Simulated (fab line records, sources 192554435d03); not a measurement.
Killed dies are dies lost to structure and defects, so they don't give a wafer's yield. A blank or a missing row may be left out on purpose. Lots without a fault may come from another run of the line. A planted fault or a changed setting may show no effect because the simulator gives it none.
A struck lot beside a sound one | flow n5_finfet | 14 steps out of a route of 1938
Sound: wafers L897.1, L897.3, L897.6. Struck: wafers L890.1, L890.2, L890.4. The cause comes at the end.
At each step with rows: each side's tool, then ch and its chambers, then its first start. Under that, the readings that differ: sound wafers | struck wafers | difference of the means | sigmas: that difference in standard deviations of wafers without a fault.
alike: readings whose means differ by less than 2 such deviations, and words and numbers that are the same on both sides. not compared: withheld readings, readings that some wafer has no value for, bounds like >300 that may hide the same value, and numbers for which the record gives no deviation and whose values overlap.
The two part at a step that has a row with sigmas, a row that says differs or no value, or rows on one side only. Numbers that don't overlap but have no deviation are shown without sigmas and don't part them. A reading that every wafer of one side lacks parts them only if that side has two wafers or more.

N5_BEOL_M9_VIA_ETCH_34: etches SiCOH lowk in C4F6/O2, target depth 182.4 nm, time 68.4 s.
  sound on rie_diel-01 ch 0,1,3, day 14 17:41; struck on rie_diel-02 ch 0,2, day 12 14:35
  alike: drypump_motor_current_A, oes_ar_750_au, oes_product_au, rf_vpp_V, showerhead_plenum_p_Torr, throttle_valve_pct
  not compared: rf_hours_counter_h
then, 1 step without rows for these wafers: N5_BEOL_M9_STRIP_73 (strips in C4F6/O2).
N5_BEOL_M9_STRIP_36: strips in N2/H2.
  sound on rie_diel-01 ch 0,1,3, day 14 17:44; struck on rie_diel-02 ch 0,2, day 12 14:39
  alike: drypump_motor_current_A, oes_product_au, rf_vpp_V, showerhead_plenum_p_Torr, throttle_valve_pct
  not compared: rf_hours_counter_h
N5_BEOL_M9_TRENCH_ETCH_37: etches SiCOH lowk in C4F6/O2, target depth 151.43 nm, time 49 s.
  sound on rie_diel-01 ch 0,1,3; struck on rie_diel-02 ch 0,2
  alike: drypump_motor_current_A, oes_ar_750_au, oes_product_au, rf_vpp_V, showerhead_plenum_p_Torr, throttle_valve_pct
  not compared: rf_hours_counter_h
N5_BEOL_M9_ETCH_41: etches SiCN in CH3F/O2, target depth 36.6 nm, time 70.1 s.
  sound on rie_diel-01 ch 0,1,3; struck on rie_diel-02 ch 0,2
  alike: drypump_motor_current_A, oes_product_au, rf_vpp_V, showerhead_plenum_p_Torr, throttle_valve_pct
  not compared: rf_hours_counter_h
then, 1 step without rows for these wafers: N5_BEOL_M9_STRIP_80 (strips in N2/H2, time 10 s).
N5_BEOL_M9_OCD_MEAS_38:
  sound on ocd-01, day 14 17:58; struck on ocd-01, day 12 14:52
  alike: trench_depth_nm
then, 4 steps without rows for these wafers: N5_BEOL_M9_HM_STRIP_39 (strips TiN in peroxide tin strip, target depth 25 nm, time 158 s); N5_BEOL_M9_SRD_40 (time 30 s); N5_BEOL_M9_PRECLEAN_42 (cleans in residue remover, time 60 s); N5_BEOL_M9_SRD_43 (time 30 s).
N5_BEOL_M9_CD_MEAS_35: target cd 70 nm, target cd y 40 nm.
  sound on cd_sem-02, day 14 18:07; struck on cd_sem-02, day 12 15:02
  alike: cd_nm
N5_BEOL_M9_CURE_72: cures SiCOH lowk, time 120 s.
  sound on uv_cure-01 ch 1, day 14 18:09; struck on uv_cure-01 ch 0, day 12 15:05
  no value came back on the struck wafers for lamp_power_pct (%), run_length_s (s), wafer_temp_C_max; on the sound wafers lamp_power_pct (%) reads 52.30 52.29 52.30
N5_BEOL_M9_DEGAS_44: time 60 s.
  sound on pvd_sputter-02, day 14 19:19; struck on pvd_sputter-02, day 12 15:25
  alike: heater_power_w

WHERE THEY PART
Only at N5_BEOL_M9_CURE_72, within this record. Later steps at which nothing parts them and some readings are alike: N5_BEOL_M9_DEGAS_44.

WHY: what the simulator had put in
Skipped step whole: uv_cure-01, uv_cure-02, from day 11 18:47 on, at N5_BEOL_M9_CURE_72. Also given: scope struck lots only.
